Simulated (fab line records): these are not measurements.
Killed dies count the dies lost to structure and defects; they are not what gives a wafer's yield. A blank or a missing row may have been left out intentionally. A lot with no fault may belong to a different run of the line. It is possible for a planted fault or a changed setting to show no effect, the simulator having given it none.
Which tool is to blame? | flow nandHarc | 21 lots, 63 wafers sampled, at 4 steps of a route of 1302

== WHAT THE GAUGES SHOWED, per wafer ==
NHARC_A_SLIT_CD_MEAS_09: target cd 300 nm.
lot  | measured     | on       | cdNm (nm)
L074 | day 18 20:47 | cdSem-03 | 300.3 299.8 299.9
L076 | day 20 04:59 | cdSem-03 | 299.6 299.2 300.1
L075 | day 20 04:41 | cdSem-01 | 300.0 299.6 299.6
L077 | day 20 08:34 | cdSem-03 | 299.4 299.4 298.7
L078 | day 21 06:04 | cdSem-01 | 300.0 300.1 300.6
L079 | day 21 08:28 | cdSem-02 | 300.6 300.6 300.0
L080 | day 22 01:40 | cdSem-03 | 300.0 299.5 300.2
L082 | day 22 15:32 | cdSem-02 | 299.6 299.8 299.7
L083 | day 23 04:48 | cdSem-01 | 299.8 299.7 299.8
L085 | day 23 22:58 | cdSem-03 | 298.6 298.1 299.6
L086 | day 24 04:16 | cdSem-02 | 300.2 300.0 299.7
L084 | day 23 23:07 | cdSem-01 | 299.8 299.9 299.0
L087 | day 25 12:29 | cdSem-02 | 300.0 300.9 299.7
L088 | day 25 11:14 | cdSem-01 | 299.6 300.0 299.6
L090 | day 26 00:04 | cdSem-03 | 300.3 300.2 300.0
L092 | day 27 06:06 | cdSem-03 | 299.5 300.5 300.0
L093 | day 27 10:33 | cdSem-02 | 300.5 300.0 300.7
L094 | day 27 22:35 | cdSem-01 | 299.4 299.6 298.7
L095 | day 27 22:44 | cdSem-02 | 300.6 300.7 300.2
L096 | day 28 18:08 | cdSem-01 | 300.5 299.5 299.5
L097 | day 29 06:16 | cdSem-03 | 300.2 299.5 299.3

== WHAT TOOL EACH LOT RAN ON (gives the tool, then ch and the chambers of the sampled wafers, and finally the start) ==
lot  | NHARC_A_STAIRCASE_DEP_325       | NHARC_A_STAIRCASE_ETCHBACK_422    | NHARC_A_SGD_CUT_ETCH_15
L074 | pecvd-04 ch 0,1,2, day 17 16:26 | rieDiel-01 ch 2,3, day 18 06:16   | rieDiel-11 ch 1,2, day 18 20:47 or earlier
L076 | pecvd-04 ch 1,2, day 18 20:48   | rieDiel-05 ch 0,2,3, day 19 12:27 | rieDiel-03 ch 1,3, day 20 04:59 or earlier
L075 | pecvd-01 ch 0,1, day 18 20:48   | rieDiel-05 ch 0,1,3, day 19 12:20 | rieDiel-11 ch 2,3, day 20 04:41 or earlier
L077 | pecvd-03 ch 1,2, day 19 03:02   | rieDiel-01 ch 0,2,3, day 19 18:38 | rieDiel-02 ch 0,2, day 20 08:34 or earlier
L078 | pecvd-03 ch 0,1,2, day 19 23:37 | rieDiel-05 ch 0,1,3, day 20 16:19 | rieDiel-11 ch 0,1,3, day 21 06:04 or earlier
L079 | pecvd-03 ch 0,2, day 20 04:03   | rieDiel-01 ch 1,2,3, day 20 15:50 | rieDiel-11 ch 1,3, day 21 08:28 or earlier
L080 | pecvd-03 ch 1,2, day 20 21:13   | rieDiel-01 ch 2,3, day 21 11:22   | rieDiel-03 ch 1,2, day 22 01:40 or earlier
L082 | pecvd-04 ch 0,1,2, day 21 07:50 | rieDiel-01 ch 1,2,3, day 21 23:37 | rieDiel-11 ch 0,1,2, day 22 15:32 or earlier
L083 | pecvd-03 ch 0,1,2, day 22 00:23 | rieDiel-06 ch 0,2,3, day 22 14:11 | rieDiel-02 ch 0,1,3, day 23 04:48 or earlier
L085 | pecvd-03 ch 1,2, day 22 14:59   | rieDiel-06 ch 0,2, day 23 08:17   | rieDiel-02 ch 0,1, day 23 22:58 or earlier
L086 | pecvd-03 ch 1,2, day 22 19:08   | rieDiel-05 ch 0,2, day 23 13:57   | rieDiel-03 ch 0,2, day 24 04:16 or earlier
L084 | pecvd-04 ch 0,1,2, day 22 19:19 | rieDiel-06 ch 0,1,2, day 23 11:05 | rieDiel-02 ch 0,1,3, day 23 23:07 or earlier
L087 | pecvd-04 ch 0,2, day 24 07:46   | rieDiel-01 ch 2,3, day 24 22:46   | rieDiel-11 ch 1,2,3, day 25 12:29 or earlier
L088 | pecvd-01 ch 0,1,2, day 24 08:25 | rieDiel-01 ch 0,1,3, day 24 21:46 | rieDiel-03 ch 0,1,3, day 25 11:14 or earlier
L090 | pecvd-03 ch 1,2, day 24 19:22   | rieDiel-01 ch 0,1, day 25 10:16   | rieDiel-03 ch 1,2,3, day 26 00:04 or earlier
L092 | pecvd-03 ch 1,2, day 26 01:22   | rieDiel-06 ch 0,2,3, day 26 15:51 | rieDiel-03 ch 0,2,3, day 27 06:06 or earlier
L093 | pecvd-04 ch 0,2, day 26 05:53   | rieDiel-05 ch 1,2,3, day 26 20:56 | rieDiel-11 ch 0,1,2, day 27 10:33 or earlier
L094 | pecvd-04 ch 0,1, day 26 16:38   | rieDiel-06 ch 0,3, day 27 08:56   | rieDiel-02 ch 1,2,3, day 27 22:35 or earlier
L095 | pecvd-03 ch 1,2, day 26 16:42   | rieDiel-06 ch 0,1,3, day 27 09:19 | rieDiel-11 ch 1,3, day 27 22:44 or earlier
L096 | pecvd-03 ch 0,1,2, day 27 13:14 | rieDiel-01 ch 0,1, day 28 04:12   | rieDiel-02 ch 1,2,3, day 28 18:08 or earlier
L097 | pecvd-03 ch 1,2, day 28 00:16   | rieDiel-05 ch 0,1, day 28 15:52   | rieDiel-11 ch 0,1, day 29 06:16 or earlier
- NHARC_A_STAIRCASE_DEP_325: deposits SiO2, target thk 7200 nm.
- NHARC_A_STAIRCASE_ETCHBACK_422: etches the open film in CH3F/O2, target depth 40 nm, time 74.286 s.
- NHARC_A_SGD_CUT_ETCH_15: etches the open film in CH3F/O2, target depth 75 nm, time 64.3 s.

== WHAT THE TOOLS THEMSELVES READ (means of the sampled wafers that have a number; where no wafer has one, the mark that the record gives instead) ==
NHARC_A_STAIRCASE_DEP_325.
lot  | tool     | heaterPowerW (W)
L074 | pecvd-04 | 652
L076 | pecvd-04 | 660
L075 | pecvd-01 | 640
L077 | pecvd-03 | 661
L078 | pecvd-03 | 618
L079 | pecvd-03 | 626
L080 | pecvd-03 | 645
L082 | pecvd-04 | 696
L083 | pecvd-03 | 672
L085 | pecvd-03 | 641
L086 | pecvd-03 | 659
L084 | pecvd-04 | 697
L087 | pecvd-04 | 601
L088 | pecvd-01 | 653
L090 | pecvd-03 | 658
L092 | pecvd-03 | 629
L093 | pecvd-04 | 694
L094 | pecvd-04 | 684
L095 | pecvd-03 | 660
L096 | pecvd-03 | 641
L097 | pecvd-03 | 656

NHARC_A_STAIRCASE_ETCHBACK_422.
lot  | tool       | drypumpMotorCurrentA (A) | mfcArSccm (sccm) | oesProductAu (a.u.) | rfVppV (V) | showerheadPlenumPTorr (Torr) | throttleValvePct (%)
L074 | rieDiel-01 | 5.2                      | 200.2            | 0.99                | 243.1      | 2.37                         | 20.666
L076 | rieDiel-05 | 5.5                      | 200.1            | 0.99                | 244.6      | 2.48                         | 20.658
L075 | rieDiel-05 | 5.0                      | 200.2            | 0.99                | 244.1      | 2.47                         | 20.664
L077 | rieDiel-01 | 5.4                      | 200.0            | 0.96                | 243.3      | 2.41                         | 20.667
L078 | rieDiel-05 | 5.0                      | 199.7            | 0.93                | 244.4      | 2.47                         | 20.661
L079 | rieDiel-01 | 5.8                      | 200.1            | 0.92                | 244.1      | 2.42                         | 20.674
L080 | rieDiel-01 | 5.2                      | 200.4            | 0.92                | 242.6      | 2.36                         | 20.668
L082 | rieDiel-01 | 5.8                      | 200.1            | 0.92                | 243.0      | 2.41                         | 20.662
L083 | rieDiel-06 | 5.7                      | 199.6            | 0.92                | 244.8      | 2.54                         | 20.658
L085 | rieDiel-06 | 5.4                      | 200.1            | 1.01                | 245.8      | 2.50                         | 20.648
L086 | rieDiel-05 | 6.0                      | 199.9            | 0.92                | 243.4      | 2.37                         | 20.666
L084 | rieDiel-06 | 5.4                      | 199.9            | 0.93                | 245.4      | 2.48                         | 20.657
L087 | rieDiel-01 | 5.4                      | 199.9            | 0.99                | 242.8      | 2.39                         | 20.673
L088 | rieDiel-01 | 5.7                      | 199.7            | 1.01                | 244.5      | 2.41                         | 20.667
L090 | rieDiel-01 | 5.9                      | 200.3            | 1.01                | 243.1      | 2.44                         | 20.658
L092 | rieDiel-06 | 5.7                      | 200.5            | 0.93                | 245.7      | 2.52                         | 20.660
L093 | rieDiel-05 | 5.3                      | 199.9            | 0.99                | 243.9      | 2.44                         | 20.677
L094 | rieDiel-06 | 6.2                      | 199.5            | 1.00                | 246.3      | 2.60                         | 20.662
L095 | rieDiel-06 | 5.9                      | 200.5            | 0.92                | 246.2      | 2.55                         | 20.657
L096 | rieDiel-01 | 5.9                      | 200.2            | 0.93                | 243.1      | 2.43                         | 20.660
L097 | rieDiel-05 | 5.0                      | 200.8            | 0.99                | 243.0      | 2.35                         | 20.672

NHARC_A_SGD_CUT_ETCH_15.
lot  | tool       | drypumpMotorCurrentA (A) | mfcArSccm (sccm) | oesProductAu (a.u.) | rfVppV (V) | showerheadPlenumPTorr (Torr) | throttleValvePct (%)
L074 | rieDiel-11 | 6.1                      | 199.9            | 0.948               | 264.2      | 2.49                         | 20.669
L076 | rieDiel-03 | 5.8                      | 200.6            | 0.971               | 264.5      | 2.52                         | 20.664
L075 | rieDiel-11 | 5.9                      | 199.4            | 0.951               | 264.8      | 2.51                         | 20.666
L077 | rieDiel-02 | 5.8                      | 200.2            | 0.961               | 263.2      | 2.43                         | 20.662
L078 | rieDiel-11 | 5.7                      | 199.3            | 0.963               | 263.3      | 2.45                         | 20.658
L079 | rieDiel-11 | 6.1                      | 200.5            | 0.962               | 264.1      | 2.48                         | 20.669
L080 | rieDiel-03 | 6.0                      | 199.7            | 0.949               | 264.8      | 2.55                         | 20.655
L082 | rieDiel-11 | 5.9                      | 199.9            | 0.968               | 264.0      | 2.45                         | 20.669
L083 | rieDiel-02 | 5.4                      | 200.2            | 0.984               | 264.3      | 2.45                         | 20.652
L085 | rieDiel-02 | 5.5                      | 200.5            | 0.980               | 263.7      | 2.49                         | 20.662
L086 | rieDiel-03 | 6.0                      | 199.9            | 0.953               | 264.9      | 2.51                         | 20.666
L084 | rieDiel-02 | 5.4                      | 199.8            | 0.971               | 263.2      | 2.45                         | 20.660
L087 | rieDiel-11 | 5.9                      | 200.2            | 0.956               | 263.8      | 2.49                         | 20.660
L088 | rieDiel-03 | 5.6                      | 200.2            | 0.962               | 265.1      | 2.49                         | 20.668
L090 | rieDiel-03 | 6.0                      | 199.4            | 0.969               | 265.3      | 2.52                         | 20.664
L092 | rieDiel-03 | 5.8                      | 200.0            | 0.958               | 265.4      | 2.48                         | 20.657
L093 | rieDiel-11 | 5.8                      | 199.8            | 0.942               | 263.5      | 2.45                         | 20.668
L094 | rieDiel-02 | 5.4                      | 199.9            | 0.965               | 264.8      | 2.49                         | 20.669
L095 | rieDiel-11 | 6.1                      | 199.5            | 0.964               | 264.0      | 2.48                         | 20.666
L096 | rieDiel-02 | 5.4                      | 200.0            | 0.929               | 265.0      | 2.49                         | 20.665
L097 | rieDiel-11 | 5.6                      | 200.3            | 0.980               | 263.6      | 2.40                         | 20.657

== THE ANSWER, worked out from the rows above alone ==
Rule: the usual values come from the lots themselves. The widest of any qualifying gaps counts: lots, ordered by their means at a reading, are off when they make up no more than a third of the lots, leave a main group of 4 or more, and stand apart from it by 3 or more times the standard deviation of that group's means. A main group whose means are all the same, to the digits that the tables above print for the reading, isn't used. Also off: a lot with no number at a reading for which 4 or more lots have one. The other lots that the step has rows for count as sound. First the gauges in route order, then the tools' own readings, where a lot's mean is used as printed above. The first step at which some lot is off is used, and at that step the reading that is off furthest; a lot without a number counts as furthest.
Across all readings shown, no lot is off: no conclusion can be drawn from this.

== WHAT THE SIMULATOR HAD PUT IN ==
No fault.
